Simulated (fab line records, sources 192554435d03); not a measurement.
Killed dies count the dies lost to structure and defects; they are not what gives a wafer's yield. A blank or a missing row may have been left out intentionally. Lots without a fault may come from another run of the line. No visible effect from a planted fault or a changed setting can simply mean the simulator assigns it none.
fab line records || flow n5Finfet || part 2 of 2: steps 23 to 31 of 31
record {"lots": 5, "wafers": 15, "lastDay": 19}
route steps=1938 shown BEOL_M13@1684
lots that met no fault: taken from a fault-free run of the same line
startH: start of the lot's first displayed wafer, in hours after the record's first day || waitH: hours elapsed since this lot's preceding step || " same as the row above || L1.1+2: several wafers, shown together as one row || - no value present, or no start provided || * or withheld: withheld || < > ~ a bound
route shown NAME@n: names a module that has steps shown in the file, with the first one's number in the route || usual: mean and standard deviation over wafers with no fault || same: alike in all rows || chamber/n: place in a boat || sites: each site's reading || _std_site: standard deviation across them || _edge_site: the outer-site mean with the inner-site mean subtracted || radiusMm: how far each site lies from the wafer's centre || mask NAME#n: copy n || behind: the most recent tool/chamber to have shaped the wafer || hold: what put the lot on hold/how long, in hours/how the hold closed || device: names the non-switching transistor (n, p or np) || end of line: the same wafers' tests at the end of the route || step lacking rows: just its recipe || killed: dies lost to structure and defects at the first sort, not the wafer's yield || map: shows each die of a wafer: x if killed, . if not, _ if none is there
set.NAME: the setting as run; set.NAME@STEP: as run at that earlier step || model.NAME: the simulator's own value behind a step, which no gauge read
lots at selected steps of the route; one table per step, one row per wafer
services: a tool's chamber out of use, with start hour (startH, from the record's first day; less than 0 if before it), hours out, and reason
## steps
# step N5_BEOL_M13_SPUTTER_44
# recipe {"material": "Ta", "targetThkA": 100, "tempC": 50, "biasV": 80, "powerW": 15000, "chamberPressurePa": 0.07, "timeS": 16.13}
# usual {"substrateTempC": "50.01/0.13", "throttleValvePct": "29.9/1.1"}
{"lot.wafer": "L077.1", "tool": "pvdSputter-01", "chamber": "-", "startH": 274.17, "waitH": 0.0, "substrateTempC": 50.14, "throttleValvePct": 28.9}
{"lot.wafer": "L077.3", "tool": "pvdSputter-01", "chamber": "-", "startH": 274.17, "waitH": 0.0, "substrateTempC": 49.79, "throttleValvePct": 30.4}
{"lot.wafer": "L077.4", "tool": "pvdSputter-01", "chamber": "-", "startH": 274.17, "waitH": 0.0, "substrateTempC": 50.10, "throttleValvePct": 29.7}
{"lot.wafer": "L083.1", "tool": "pvdSputter-03", "chamber": "-", "startH": 376.14, "waitH": 0.0, "substrateTempC": 50.13, "throttleValvePct": 32.2}
{"lot.wafer": "L083.2", "tool": "pvdSputter-03", "chamber": "-", "startH": 376.14, "waitH": 0.0, "substrateTempC": 50.13, "throttleValvePct": 29.0}
{"lot.wafer": "L083.6", "tool": "pvdSputter-03", "chamber": "-", "startH": 376.14, "waitH": 0.0, "substrateTempC": 50.19, "throttleValvePct": 32.4}
{"lot.wafer": "L087.2", "tool": "pvdSputter-02", "chamber": "-", "startH": 385.82, "waitH": 0.0, "substrateTempC": 50.00, "throttleValvePct": 31.4}
{"lot.wafer": "L087.3", "tool": "pvdSputter-02", "chamber": "-", "startH": 385.82, "waitH": 0.0, "substrateTempC": 49.91, "throttleValvePct": 30.2}
{"lot.wafer": "L087.5", "tool": "pvdSputter-02", "chamber": "-", "startH": 385.82, "waitH": 0.0, "substrateTempC": 50.07, "throttleValvePct": 28.8}
{"lot.wafer": "L094.4", "tool": "pvdSputter-01", "chamber": "-", "startH": 413.93, "waitH": 0.0, "substrateTempC": 50.12, "throttleValvePct": 30.3}
{"lot.wafer": "L094.5", "tool": "pvdSputter-01", "chamber": "-", "startH": 413.93, "waitH": 0.0, "substrateTempC": 50.14, "throttleValvePct": 29.8}
{"lot.wafer": "L094.6", "tool": "pvdSputter-01", "chamber": "-", "startH": 413.93, "waitH": 0.0, "substrateTempC": 50.00, "throttleValvePct": 28.1}
{"lot.wafer": "L095.1", "tool": "pvdSputter-01", "chamber": "-", "startH": 424.70, "waitH": 0.0, "substrateTempC": 49.84, "throttleValvePct": 30.5}
{"lot.wafer": "L095.2", "tool": "pvdSputter-01", "chamber": "-", "startH": 424.70, "waitH": 0.0, "substrateTempC": 49.93, "throttleValvePct": 29.8}
{"lot.wafer": "L095.3", "tool": "pvdSputter-01", "chamber": "-", "startH": 424.70, "waitH": 0.0, "substrateTempC": 50.06, "throttleValvePct": 29.2}
# step N5_BEOL_M13_SPUTTER_45
# recipe {"material": "Cu", "targetThkA": 800, "tempC": -20, "biasV": 60, "powerW": 26000, "chamberPressurePa": 0.13, "timeS": 13.33}
# usual {"substrateTempC": "-19.99/0.11", "throttleValvePct": "29.9/1.1"}
{"lot.wafer": "L077.1", "tool": "pvdSputter-01", "chamber": "-", "startH": 274.25, "waitH": 0.0, "substrateTempC": -20.26, "throttleValvePct": 29.0}
{"lot.wafer": "L077.3", "tool": "pvdSputter-01", "chamber": "-", "startH": 274.25, "waitH": 0.0, "substrateTempC": -20.10, "throttleValvePct": 30.5}
{"lot.wafer": "L077.4", "tool": "pvdSputter-01", "chamber": "-", "startH": 274.25, "waitH": 0.0, "substrateTempC": -20.06, "throttleValvePct": 30.1}
{"lot.wafer": "L083.1", "tool": "pvdSputter-03", "chamber": "-", "startH": 376.22, "waitH": 0.0, "substrateTempC": -19.94, "throttleValvePct": 32.3}
{"lot.wafer": "L083.2", "tool": "pvdSputter-03", "chamber": "-", "startH": 376.22, "waitH": 0.0, "substrateTempC": -19.98, "throttleValvePct": 29.3}
{"lot.wafer": "L083.6", "tool": "pvdSputter-03", "chamber": "-", "startH": 376.22, "waitH": 0.0, "substrateTempC": -19.92, "throttleValvePct": 32.3}
{"lot.wafer": "L087.2", "tool": "pvdSputter-02", "chamber": "-", "startH": 385.91, "waitH": 0.0, "substrateTempC": -20.04, "throttleValvePct": 31.4}
{"lot.wafer": "L087.3", "tool": "pvdSputter-02", "chamber": "-", "startH": 385.91, "waitH": 0.0, "substrateTempC": -20.11, "throttleValvePct": 30.0}
{"lot.wafer": "L087.5", "tool": "pvdSputter-02", "chamber": "-", "startH": 385.91, "waitH": 0.0, "substrateTempC": -20.15, "throttleValvePct": 28.7}
{"lot.wafer": "L094.4", "tool": "pvdSputter-01", "chamber": "-", "startH": 414.01, "waitH": 0.0, "substrateTempC": -20.05, "throttleValvePct": 30.3}
{"lot.wafer": "L094.5", "tool": "pvdSputter-01", "chamber": "-", "startH": 414.01, "waitH": 0.0, "substrateTempC": -20.07, "throttleValvePct": 30.1}
{"lot.wafer": "L094.6", "tool": "pvdSputter-01", "chamber": "-", "startH": 414.01, "waitH": 0.0, "substrateTempC": -20.19, "throttleValvePct": 28.2}
{"lot.wafer": "L095.1", "tool": "pvdSputter-01", "chamber": "-", "startH": 424.78, "waitH": 0.0, "substrateTempC": -19.84, "throttleValvePct": 30.4}
{"lot.wafer": "L095.2", "tool": "pvdSputter-01", "chamber": "-", "startH": 424.78, "waitH": 0.0, "substrateTempC": -19.96, "throttleValvePct": 29.6}
{"lot.wafer": "L095.3", "tool": "pvdSputter-01", "chamber": "-", "startH": 424.78, "waitH": 0.0, "substrateTempC": -20.07, "throttleValvePct": 29.0}
# step N5_BEOL_M13_ECD_47
# recipe {"material": "Cu", "targetThkA": 9360}
{"lot.wafer": "L077.1+3+4", "tool": "ecdCu-01", "chamber": "0,1,0", "startH": 274.37, "waitH": 0.1}
{"lot.wafer": "L083.1+2+6", "tool": "ecdCu-01", "chamber": "0,1,0", "startH": 376.33, "waitH": 0.1}
{"lot.wafer": "L087.2+3+5", "tool": "ecdCu-01", "chamber": "1,0,1", "startH": 386.03, "waitH": 0.1}
{"lot.wafer": "L094.4+5+6", "tool": "ecdCu-01", "chamber": "1,1,0", "startH": 414.18, "waitH": 0.1}
{"lot.wafer": "L095.1+2+3", "tool": "ecdCu-02", "chamber": "0,1,1", "startH": 424.90, "waitH": 0.1}
# step N5_BEOL_M13_ANNEAL_48
# recipe {"tempC": 225, "timeS": 90, "ambient": "N2"}
# usual {"wafer_temp_C_max": "226.1/0.37"}
{"lot.wafer": "L077.1", "tool": "rtpAnneal-01", "chamber": 0, "startH": 274.59, "waitH": 0.2, "wafer_temp_C_max": 225.8}
{"lot.wafer": "L077.3", "tool": "rtpAnneal-01", "chamber": 0, "startH": 274.59, "waitH": 0.2, "wafer_temp_C_max": 226.1}
{"lot.wafer": "L077.4", "tool": "rtpAnneal-01", "chamber": 0, "startH": 274.59, "waitH": 0.2, "wafer_temp_C_max": 225.9}
{"lot.wafer": "L083.1", "tool": "rtpAnneal-01", "chamber": 0, "startH": 376.93, "waitH": 0.5, "wafer_temp_C_max": 225.6}
{"lot.wafer": "L083.2", "tool": "rtpAnneal-01", "chamber": 0, "startH": 376.93, "waitH": 0.5, "wafer_temp_C_max": 226.1}
{"lot.wafer": "L083.6", "tool": "rtpAnneal-01", "chamber": 0, "startH": 376.93, "waitH": 0.5, "wafer_temp_C_max": 225.7}
{"lot.wafer": "L087.2", "tool": "rtpAnneal-02", "chamber": 0, "startH": 386.24, "waitH": 0.2, "wafer_temp_C_max": 226.4}
{"lot.wafer": "L087.3", "tool": "rtpAnneal-02", "chamber": 0, "startH": 386.24, "waitH": 0.2, "wafer_temp_C_max": 225.7}
{"lot.wafer": "L087.5", "tool": "rtpAnneal-02", "chamber": 0, "startH": 386.24, "waitH": 0.2, "wafer_temp_C_max": 226.1}
{"lot.wafer": "L094.4", "tool": "rtpAnneal-02", "chamber": 0, "startH": 414.72, "waitH": 0.5, "wafer_temp_C_max": 226.3}
{"lot.wafer": "L094.5", "tool": "rtpAnneal-02", "chamber": 0, "startH": 414.72, "waitH": 0.5, "wafer_temp_C_max": 226.3}
{"lot.wafer": "L094.6", "tool": "rtpAnneal-02", "chamber": 0, "startH": 414.72, "waitH": 0.5, "wafer_temp_C_max": 225.7}
{"lot.wafer": "L095.1", "tool": "rtpAnneal-01", "chamber": 0, "startH": 425.06, "waitH": 0.1, "wafer_temp_C_max": 225.5}
{"lot.wafer": "L095.2", "tool": "rtpAnneal-01", "chamber": 0, "startH": 425.06, "waitH": 0.1, "wafer_temp_C_max": 226.0}
{"lot.wafer": "L095.3", "tool": "rtpAnneal-01", "chamber": 0, "startH": 425.06, "waitH": 0.1, "wafer_temp_C_max": 225.6}
# step N5_BEOL_M13_CMP_49
# recipe {"stopOn": "SiOC", "tOverpolishS": 17.1, "downForcePsi": 1, "platenRpm": 50, "clearingPlatenDownForcePsi": 1.5, "clearingPlatenRpm": 50, "postCmpClean": "cuAlkaline", "targetThkNm": 420, "clearingPlatenPadVelocityMS": 0.99484, "padVelocityMS": 0.99484}
# usual {"barrierFieldEndpointS": "30.2/0.73", "headPressurePsi": "1.0001/0.0024", "motorCurrentA": "5.7/0.8", "overpolishRunS": "17.100/0.0093"}
# same {"tOverpolishS": 17.1}
{"lot.wafer": "L077.3", "tool": "cmp-03", "chamber": 3, "startH": 275.21, "waitH": 0.3, "barrierFieldEndpointS": 29.7, "headPressurePsi": 1.0009, "motorCurrentA": 5.8, "overpolishRunS": 17.096}
{"lot.wafer": "L077.4", "tool": "cmp-03", "chamber": 0, "startH": 275.21, "waitH": 0.3, "barrierFieldEndpointS": 30.3, "headPressurePsi": 1.0009, "motorCurrentA": 4.8, "overpolishRunS": 17.117}
{"lot.wafer": "L077.1", "tool": "cmp-03", "chamber": 1, "startH": 275.21, "waitH": 0.3, "barrierFieldEndpointS": 31.3, "headPressurePsi": 1.0023, "motorCurrentA": 5.9, "overpolishRunS": 17.110}
{"lot.wafer": "L083.2", "tool": "cmp-04", "chamber": 2, "startH": 377.31, "waitH": 0.3, "barrierFieldEndpointS": 30.2, "headPressurePsi": 0.9974, "motorCurrentA": 6.1, "overpolishRunS": 17.109}
{"lot.wafer": "L083.1", "tool": "cmp-04", "chamber": 3, "startH": 377.31, "waitH": 0.3, "barrierFieldEndpointS": 30.5, "headPressurePsi": 0.9999, "motorCurrentA": 6.2, "overpolishRunS": 17.110}
{"lot.wafer": "L083.6", "tool": "cmp-04", "chamber": 0, "startH": 377.31, "waitH": 0.3, "barrierFieldEndpointS": 29.7, "headPressurePsi": 1.0001, "motorCurrentA": 6.9, "overpolishRunS": 17.091}
{"lot.wafer": "L087.3", "tool": "cmp-01", "chamber": 3, "startH": 386.53, "waitH": 0.2, "barrierFieldEndpointS": 29.9, "headPressurePsi": 0.9978, "motorCurrentA": 4.6, "overpolishRunS": 17.096}
{"lot.wafer": "L087.2", "tool": "cmp-01", "chamber": 1, "startH": 386.53, "waitH": 0.2, "barrierFieldEndpointS": 30.4, "headPressurePsi": 0.9977, "motorCurrentA": 6.5, "overpolishRunS": 17.105}
{"lot.wafer": "L087.5", "tool": "cmp-01", "chamber": 2, "startH": 386.53, "waitH": 0.2, "barrierFieldEndpointS": 30.4, "headPressurePsi": 0.9989, "motorCurrentA": 5.4, "overpolishRunS": 17.102}
{"lot.wafer": "L094.4", "tool": "cmp-03", "chamber": 3, "startH": 414.92, "waitH": 0.2, "barrierFieldEndpointS": 28.3, "headPressurePsi": 0.9975, "motorCurrentA": 6.2, "overpolishRunS": 17.098}
{"lot.wafer": "L094.5", "tool": "cmp-03", "chamber": 2, "startH": 414.92, "waitH": 0.2, "barrierFieldEndpointS": 29.6, "headPressurePsi": 1.0002, "motorCurrentA": 7.1, "overpolishRunS": 17.110}
{"lot.wafer": "L094.6", "tool": "cmp-03", "chamber": 3, "startH": 414.92, "waitH": 0.2, "barrierFieldEndpointS": 29.8, "headPressurePsi": 1.0000, "motorCurrentA": 5.7, "overpolishRunS": 17.107}
{"lot.wafer": "L095.3", "tool": "cmp-01", "chamber": 0, "startH": 425.40, "waitH": 0.2, "barrierFieldEndpointS": 30.9, "headPressurePsi": 1.0010, "motorCurrentA": 5.0, "overpolishRunS": 17.084}
{"lot.wafer": "L095.2", "tool": "cmp-01", "chamber": 1, "startH": 425.40, "waitH": 0.2, "barrierFieldEndpointS": 30.8, "headPressurePsi": 0.9984, "motorCurrentA": 6.3, "overpolishRunS": 17.114}
{"lot.wafer": "L095.1", "tool": "cmp-01", "chamber": 2, "startH": 425.40, "waitH": 0.2, "barrierFieldEndpointS": 30.6, "headPressurePsi": 0.9973, "motorCurrentA": 5.4, "overpolishRunS": 17.112}
# step N5_BEOL_M13_THK_MEAS_50
# recipe {"thkMeasGauge": "xrf", "reads": "Cu_of_BEOL_M13_ECD_47"}
# usual {"M13_THK": "413/5.8"}
{"lot.wafer": "L077.1", "tool": "filmMetro-02", "chamber": "-", "startH": 275.47, "waitH": "-", "M13_THK[nm]": 416}
{"lot.wafer": "L077.3", "tool": "filmMetro-02", "chamber": "-", "startH": 275.47, "waitH": "-", "M13_THK[nm]": 407}
{"lot.wafer": "L077.4", "tool": "filmMetro-02", "chamber": "-", "startH": 275.47, "waitH": "-", "M13_THK[nm]": 408}
{"lot.wafer": "L083.1", "tool": "filmMetro-01", "chamber": "-", "startH": 377.53, "waitH": "-", "M13_THK[nm]": 421}
{"lot.wafer": "L083.2", "tool": "filmMetro-01", "chamber": "-", "startH": 377.53, "waitH": "-", "M13_THK[nm]": 423}
{"lot.wafer": "L083.6", "tool": "filmMetro-01", "chamber": "-", "startH": 377.53, "waitH": "-", "M13_THK[nm]": 425}
{"lot.wafer": "L087.2", "tool": "filmMetro-01", "chamber": "-", "startH": 386.79, "waitH": "-", "M13_THK[nm]": 417}
{"lot.wafer": "L087.3", "tool": "filmMetro-01", "chamber": "-", "startH": 386.79, "waitH": "-", "M13_THK[nm]": 416}
{"lot.wafer": "L087.5", "tool": "filmMetro-01", "chamber": "-", "startH": 386.79, "waitH": "-", "M13_THK[nm]": 412}
{"lot.wafer": "L094.4", "tool": "filmMetro-01", "chamber": "-", "startH": 415.18, "waitH": "-", "M13_THK[nm]": 410}
{"lot.wafer": "L094.5", "tool": "filmMetro-01", "chamber": "-", "startH": 415.18, "waitH": "-", "M13_THK[nm]": 423}
{"lot.wafer": "L094.6", "tool": "filmMetro-01", "chamber": "-", "startH": 415.18, "waitH": "-", "M13_THK[nm]": 414}
{"lot.wafer": "L095.1", "tool": "filmMetro-02", "chamber": "-", "startH": 425.65, "waitH": "-", "M13_THK[nm]": 406}
{"lot.wafer": "L095.2", "tool": "filmMetro-02", "chamber": "-", "startH": 425.65, "waitH": "-", "M13_THK[nm]": 414}
{"lot.wafer": "L095.3", "tool": "filmMetro-02", "chamber": "-", "startH": 425.65, "waitH": "-", "M13_THK[nm]": 409}
# step N5_BEOL_M13_PRE_CLEAN_52
# recipe {"gas": "NH3", "timeS": 15, "tempC": "withheld", "rfPowerW": 300}
{"lot.wafer": "L077.1+3+4", "tool": "pecvd-02", "chamber": "2,0,2", "startH": 275.51, "waitH": 0.0}
{"lot.wafer": "L083.1+2+6", "tool": "pecvd-02", "chamber": "0,1,1", "startH": 377.57, "waitH": 0.0}
{"lot.wafer": "L087.2+3+5", "tool": "pecvd-02", "chamber": "2,0,2", "startH": 386.83, "waitH": 0.0}
{"lot.wafer": "L094.4+5+6", "tool": "pecvd-04", "chamber": "0,1,0", "startH": 415.23, "waitH": 0.0}
{"lot.wafer": "L095.1+2+3", "tool": "pecvd-02", "chamber": "2,1,0", "startH": 425.69, "waitH": 0.0}
# step N5_BEOL_M13_DEP_53
# recipe {"material": "SiCN", "targetThkA": 500, "tempC": "withheld", "precursor": "3MS/NH3", "pressureTorr": 3, "rfW": 675, "timeS": 17.8}
# usual {"showerheadPlenumPTorr": "4.166/0.022", "throttleValvePct": "18.3/1.2"}
{"lot.wafer": "L077.1", "tool": "pecvd-02", "chamber": 2, "startH": 275.53, "waitH": 0.0, "showerheadPlenumPTorr": 4.173, "throttleValvePct": 17.3}
{"lot.wafer": "L077.3", "tool": "pecvd-02", "chamber": 0, "startH": 275.53, "waitH": 0.0, "showerheadPlenumPTorr": 4.135, "throttleValvePct": 18.9}
{"lot.wafer": "L077.4", "tool": "pecvd-02", "chamber": 2, "startH": 275.53, "waitH": 0.0, "showerheadPlenumPTorr": 4.164, "throttleValvePct": 17.5}
{"lot.wafer": "L083.1", "tool": "pecvd-02", "chamber": 0, "startH": 377.60, "waitH": 0.0, "showerheadPlenumPTorr": 4.121, "throttleValvePct": 19.0}
{"lot.wafer": "L083.2", "tool": "pecvd-02", "chamber": 1, "startH": 377.60, "waitH": 0.0, "showerheadPlenumPTorr": 4.200, "throttleValvePct": 19.6}
{"lot.wafer": "L083.6", "tool": "pecvd-02", "chamber": 1, "startH": 377.60, "waitH": 0.0, "showerheadPlenumPTorr": 4.185, "throttleValvePct": 19.4}
{"lot.wafer": "L087.2", "tool": "pecvd-02", "chamber": 2, "startH": 386.86, "waitH": 0.0, "showerheadPlenumPTorr": 4.179, "throttleValvePct": 17.6}
{"lot.wafer": "L087.3", "tool": "pecvd-02", "chamber": 0, "startH": 386.86, "waitH": 0.0, "showerheadPlenumPTorr": 4.129, "throttleValvePct": 19.0}
{"lot.wafer": "L087.5", "tool": "pecvd-02", "chamber": 2, "startH": 386.86, "waitH": 0.0, "showerheadPlenumPTorr": 4.173, "throttleValvePct": 17.5}
{"lot.wafer": "L094.4", "tool": "pecvd-04", "chamber": 0, "startH": 415.27, "waitH": 0.0, "showerheadPlenumPTorr": 4.189, "throttleValvePct": 20.0}
{"lot.wafer": "L094.5", "tool": "pecvd-04", "chamber": 1, "startH": 415.27, "waitH": 0.0, "showerheadPlenumPTorr": 4.169, "throttleValvePct": 17.4}
{"lot.wafer": "L094.6", "tool": "pecvd-04", "chamber": 0, "startH": 415.27, "waitH": 0.0, "showerheadPlenumPTorr": 4.172, "throttleValvePct": 20.2}
{"lot.wafer": "L095.1", "tool": "pecvd-02", "chamber": 2, "startH": 425.71, "waitH": 0.0, "showerheadPlenumPTorr": 4.180, "throttleValvePct": 17.8}
{"lot.wafer": "L095.2", "tool": "pecvd-02", "chamber": 1, "startH": 425.71, "waitH": 0.0, "showerheadPlenumPTorr": 4.184, "throttleValvePct": 16.8}
{"lot.wafer": "L095.3", "tool": "pecvd-02", "chamber": 0, "startH": 425.71, "waitH": 0.0, "showerheadPlenumPTorr": 4.128, "throttleValvePct": 18.9}
# step N5_BEOL_M13_RS_MEAS_54
# recipe {"thkMeasGauge": "four-point-probe", "reads": "Cu_of_BEOL_M13_ECD_47+Ta_of_BEOL_M13_SPUTTER_44+TaN_of_BEOL_M13_SPUTTER_43"}
# usual {"M13_RS": "0.0450/0.00055"}
{"lot.wafer": "L077.1", "tool": "filmMetro-01", "chamber": "-", "startH": 275.60, "waitH": 0.0, "M13_RS[ohm/sq]": 0.0449}
{"lot.wafer": "L077.3", "tool": "filmMetro-01", "chamber": "-", "startH": 275.60, "waitH": 0.0, "M13_RS[ohm/sq]": 0.0456}
{"lot.wafer": "L077.4", "tool": "filmMetro-01", "chamber": "-", "startH": 275.60, "waitH": 0.0, "M13_RS[ohm/sq]": 0.0451}
{"lot.wafer": "L083.1", "tool": "filmMetro-01", "chamber": "-", "startH": 377.66, "waitH": 0.0, "M13_RS[ohm/sq]": 0.0444}
{"lot.wafer": "L083.2", "tool": "filmMetro-01", "chamber": "-", "startH": 377.66, "waitH": 0.0, "M13_RS[ohm/sq]": 0.0443}
{"lot.wafer": "L083.6", "tool": "filmMetro-01", "chamber": "-", "startH": 377.66, "waitH": 0.0, "M13_RS[ohm/sq]": 0.0443}
{"lot.wafer": "L087.2", "tool": "filmMetro-02", "chamber": "-", "startH": 386.95, "waitH": 0.1, "M13_RS[ohm/sq]": 0.0449}
{"lot.wafer": "L087.3", "tool": "filmMetro-02", "chamber": "-", "startH": 386.95, "waitH": 0.1, "M13_RS[ohm/sq]": 0.0450}
{"lot.wafer": "L087.5", "tool": "filmMetro-02", "chamber": "-", "startH": 386.95, "waitH": 0.1, "M13_RS[ohm/sq]": 0.0454}
{"lot.wafer": "L094.4", "tool": "filmMetro-02", "chamber": "-", "startH": 415.34, "waitH": 0.1, "M13_RS[ohm/sq]": 0.0455}
{"lot.wafer": "L094.5", "tool": "filmMetro-02", "chamber": "-", "startH": 415.34, "waitH": 0.1, "M13_RS[ohm/sq]": 0.0439}
{"lot.wafer": "L094.6", "tool": "filmMetro-02", "chamber": "-", "startH": 415.34, "waitH": 0.1, "M13_RS[ohm/sq]": 0.0448}
{"lot.wafer": "L095.1", "tool": "filmMetro-01", "chamber": "-", "startH": 425.78, "waitH": 0.0, "M13_RS[ohm/sq]": 0.0454}
{"lot.wafer": "L095.2", "tool": "filmMetro-01", "chamber": "-", "startH": 425.78, "waitH": 0.0, "M13_RS[ohm/sq]": 0.0443}
{"lot.wafer": "L095.3", "tool": "filmMetro-01", "chamber": "-", "startH": 425.78, "waitH": 0.0, "M13_RS[ohm/sq]": 0.0449}
## services
{"tool": "rieDiel-06", "chamber": 3, "startH": 252.54, "hours": 2.8, "kind": "repair"}
{"tool": "cmp-03", "chamber": "-", "startH": 254.32, "hours": 4.0, "kind": "pm"}
{"tool": "krfScanner-01", "chamber": "-", "startH": 257.60, "hours": 1.3, "kind": "pm"}
{"tool": "ecdCu-01", "chamber": "-", "startH": 258.37, "hours": 2.3, "kind": "repair"}
{"tool": "rieDiel-03", "chamber": 1, "startH": 260.48, "hours": 6.6, "kind": "repair"}
{"tool": "cmp-01", "chamber": "-", "startH": 262.96, "hours": 1.1, "kind": "repair"}
{"tool": "pvdSputter-02", "chamber": "-", "startH": 265.13, "hours": 12.8, "kind": "repair"}
{"tool": "plasmaAsher-02", "chamber": "-", "startH": 274.21, "hours": 1.6, "kind": "repair"}
{"tool": "plasmaAsher-02", "chamber": "-", "startH": 281.37, "hours": 1.8, "kind": "repair"}
{"tool": "ecdCu-01", "chamber": "-", "startH": 307.20, "hours": 2.7, "kind": "repair"}
{"tool": "pecvd-02", "chamber": "-", "startH": 309.13, "hours": 1.0, "kind": "repair"}
{"tool": "plasmaAsher-02", "chamber": "-", "startH": 313.19, "hours": 5.1, "kind": "repair"}
{"tool": "rieDiel-03", "chamber": 3, "startH": 318.68, "hours": 3.2, "kind": "repair"}
{"tool": "rieDiel-06", "chamber": 3, "startH": 326.10, "hours": 3.0, "kind": "repair"}
{"tool": "krfScanner-01", "chamber": "-", "startH": 355.13, "hours": 1.0, "kind": "pm"}
{"tool": "pvdSputter-03", "chamber": "-", "startH": 361.72, "hours": 2.7, "kind": "repair"}
{"tool": "rieDiel-03", "chamber": 2, "startH": 381.01, "hours": 1.2, "kind": "repair"}
{"tool": "ecdCu-01", "chamber": "-", "startH": 381.78, "hours": 3.5, "kind": "pm"}
{"tool": "rieDiel-02", "chamber": "-", "startH": 383.04, "hours": 0.7, "kind": "repair"}
{"tool": "rieDiel-06", "chamber": "-", "startH": 385.21, "hours": 14.6, "kind": "pm"}
{"tool": "ecdCu-01", "chamber": "-", "startH": 387.26, "hours": 2.6, "kind": "repair"}
{"tool": "rieDiel-03", "chamber": 1, "startH": 388.62, "hours": 8.8, "kind": "repair"}
{"tool": "krfScanner-01", "chamber": "-", "startH": 390.92, "hours": 1.5, "kind": "repair"}
{"tool": "krfScanner-01", "chamber": "-", "startH": 408.59, "hours": 0.8, "kind": "pm"}
